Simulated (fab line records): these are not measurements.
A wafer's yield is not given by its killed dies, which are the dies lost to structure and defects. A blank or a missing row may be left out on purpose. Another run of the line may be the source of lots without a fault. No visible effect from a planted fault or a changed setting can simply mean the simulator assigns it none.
A single fault, viewed from 2 desks ; flow n5Finfet ; numbers are kept per desk, each desk with only its own; the story behind them comes last

== DESK OF THE TOOL OWNER: lithoTrack-04 ==
The tool's own readings at N5_BEOL_M4_COAT_05 (resist thk 30 nm): means of the sampled wafers that have a number, for each lot that ran on this tool. A lot is out of limits, marked OUT, if its mean lies more than 4 standard deviations from the usual mean; the brackets give that distance.
Columns: A = spinSpeedRpm at N5_BEOL_M4_COAT_05, usual 1500.0 rpm
lot;first seen here;A
L960;day 7 18:54;1499.7
L971;day 10 04:48;1729.0 (+99 or more) OUT
L973;day 10 19:00;1729.4 (+99 or more) OUT
This desk finds L971, L973 out of limits, L971 being first, at day 10 04:48 (spinSpeedRpm at N5_BEOL_M4_COAT_05). L960: within limits.

== FROM THE METROLOGY DESK ==
What the gauges read for every lot (on any tool): the sampled wafers with a number, averaged. A lot is out of limits, marked OUT, if its mean lies more than 4 standard deviations from the usual mean; the brackets give that distance. Of its 10 readings 7 are shown: those that lie furthest out on some lot.
Columns: A = DIBL_P at N5_BEOL_M4_RC_MEAS_101, usual 37.2 mV/V; B = IOFF_P at N5_BEOL_M4_RC_MEAS_101, usual 0.23 nA/um; C = ION_N at N5_BEOL_M4_RC_MEAS_101, usual 682 uA/um; D = ION_P at N5_BEOL_M4_RC_MEAS_101, usual 468 uA/um; E = SS_N at N5_BEOL_M4_RC_MEAS_101, usual 71.9 mV/dec; F = SS_P at N5_BEOL_M4_RC_MEAS_101, usual 73.5 mV/dec; G = VT_N at N5_BEOL_M4_RC_MEAS_101, usual 248 mV
lot;first seen here;A;B;C;D;E;F;G
L960;day 8 01:53;36.1;0.22;677;466;71.2;73.0;252
L971;day 10 18:49;40.6;0.26;697;481;72.2;74.1;247
L973;day 11 02:31;37.5;0.27;687;478;71.5;73.4;245
L982;day 13 07:07;36.7;0.24;682;468;72.0;73.4;248
This desk's finding: nothing out of limits on any of the 4 lots.

== BROUGHT TOGETHER ==
On L971, L973, at day 10 04:48, an alarm was possible from the tool owner's desk.
The metrology desk saw nothing out of limits.
The metrology desk holds a record of L971, L973, inside its limits.
N5_BEOL_M4_COAT_05 was run on lithoTrack-04 by each of the lots named.

== WHAT THE SIMULATOR HAD INSERTED ==
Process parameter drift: lithoTrack-04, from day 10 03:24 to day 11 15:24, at N5_BEOL_M4_COAT_05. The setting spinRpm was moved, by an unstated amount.
Shown lots that were struck: L971, L973.
Hours from the fault's start to each desk's first reading out of limits: the tool owner's desk, 1.
